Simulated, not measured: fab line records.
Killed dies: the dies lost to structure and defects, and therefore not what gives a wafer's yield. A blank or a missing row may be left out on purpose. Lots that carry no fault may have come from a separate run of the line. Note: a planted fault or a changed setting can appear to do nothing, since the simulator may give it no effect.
Matching of chambers / flow n5Finfet / rieDiel-05 running N5_BEOL_M11_STRIP_19: 4 sister chambers
The step strips in O2. 14 wafers are shown with their chamber, then 7 later ones without.

## WAFERS PAIRED WITH THEIR CHAMBERS
wafer=L074.1; chamber=0; showerheadPlenumPTorr (Torr)=2.05; drypumpMotorCurrentA (A)=5.9; throttleValvePct (%)=16.62
wafer=L074.3; chamber=3; showerheadPlenumPTorr (Torr)=2.14; drypumpMotorCurrentA (A)=5.7; throttleValvePct (%)=16.70
wafer=L074.5; chamber=2; showerheadPlenumPTorr (Torr)=2.01; drypumpMotorCurrentA (A)=5.2; throttleValvePct (%)=17.21
wafer=L077.2; chamber=0; showerheadPlenumPTorr (Torr)=2.05; drypumpMotorCurrentA (A)=5.9; throttleValvePct (%)=16.64
wafer=L077.5; chamber=3; showerheadPlenumPTorr (Torr)=2.14; drypumpMotorCurrentA (A)=5.7; throttleValvePct (%)=16.71
wafer=L077.6; chamber=0; showerheadPlenumPTorr (Torr)=2.05; drypumpMotorCurrentA (A)=5.9; throttleValvePct (%)=16.62
wafer=L081.4; chamber=1; showerheadPlenumPTorr (Torr)=2.08; drypumpMotorCurrentA (A)=5.4; throttleValvePct (%)=16.67
wafer=L081.5; chamber=1; showerheadPlenumPTorr (Torr)=2.08; drypumpMotorCurrentA (A)=5.3; throttleValvePct (%)=16.67
wafer=L081.6; chamber=0; showerheadPlenumPTorr (Torr)=2.05; drypumpMotorCurrentA (A)=5.9; throttleValvePct (%)=16.65
wafer=L084.1; chamber=1; showerheadPlenumPTorr (Torr)=2.08; drypumpMotorCurrentA (A)=5.3; throttleValvePct (%)=16.69
wafer=L084.3; chamber=2; showerheadPlenumPTorr (Torr)=2.00; drypumpMotorCurrentA (A)=5.2; throttleValvePct (%)=17.25
wafer=L084.5; chamber=0; showerheadPlenumPTorr (Torr)=2.05; drypumpMotorCurrentA (A)=5.9; throttleValvePct (%)=16.64
wafer=L082.2; chamber=0; showerheadPlenumPTorr (Torr)=2.05; drypumpMotorCurrentA (A)=5.9; throttleValvePct (%)=16.66
wafer=L082.3; chamber=3; showerheadPlenumPTorr (Torr)=2.14; drypumpMotorCurrentA (A)=5.7; throttleValvePct (%)=16.73

SIGNATURES, as means of the wafers listed above
reading=showerheadPlenumPTorr; chamber 0=2.0500; chamber 1=2.0800; chamber 2=2.0050; chamber 3=2.1400; scatter within a chamber=0.00224
reading=drypumpMotorCurrentA; chamber 0=5.900; chamber 1=5.333; chamber 2=5.200; chamber 3=5.700; scatter within a chamber=0.0258
reading=throttleValvePct; chamber 0=16.6383; chamber 1=16.6767; chamber 2=17.2300; chamber 3=16.7133; scatter within a chamber=0.0168
Rule: for each reading, subtract the chamber's mean from the wafer's reading, divide by that reading's scatter and square the result; add these up over the readings and take the root, which gives the wafer's distance from the chamber. If the next closest chamber is less than 2 further off than the closest, the wafer can't be placed; otherwise it belongs to the closest. How the scatter is found: for the shown wafers, subtract from each reading the mean of its chamber, square and add these, divide the total by (wafers less chambers), then take the root.

## WAFERS WHOSE CHAMBER IS MISSING
wafer=L082.6; showerheadPlenumPTorr (Torr)=2.14; drypumpMotorCurrentA (A)=5.7; throttleValvePct (%)=16.72
wafer=L085.4; showerheadPlenumPTorr (Torr)=2.00; drypumpMotorCurrentA (A)=5.2; throttleValvePct (%)=17.22
wafer=L085.5; showerheadPlenumPTorr (Torr)=2.05; drypumpMotorCurrentA (A)=5.9; throttleValvePct (%)=16.65
wafer=L085.6; showerheadPlenumPTorr (Torr)=2.14; drypumpMotorCurrentA (A)=5.7; throttleValvePct (%)=16.72
wafer=L092.3; showerheadPlenumPTorr (Torr)=2.05; drypumpMotorCurrentA (A)=5.9; throttleValvePct (%)=16.67
wafer=L092.5; showerheadPlenumPTorr (Torr)=2.08; drypumpMotorCurrentA (A)=5.3; throttleValvePct (%)=16.68
wafer=L092.6; showerheadPlenumPTorr (Torr)=2.00; drypumpMotorCurrentA (A)=5.2; throttleValvePct (%)=17.25

## THE CHAMBER EACH PASSED THROUGH
wafer=L082.6; from the rows above=3; in truth=3
wafer=L085.4; from the rows above=2; in truth=2
wafer=L085.5; from the rows above=0; in truth=0
wafer=L085.6; from the rows above=3; in truth=3
wafer=L092.3; from the rows above=0; in truth=0
wafer=L092.5; from the rows above=1; in truth=1
wafer=L092.6; from the rows above=2; in truth=2
Placed correctly: 7 of 7. Not placeable from these rows: 0. Placed wrongly: 0.
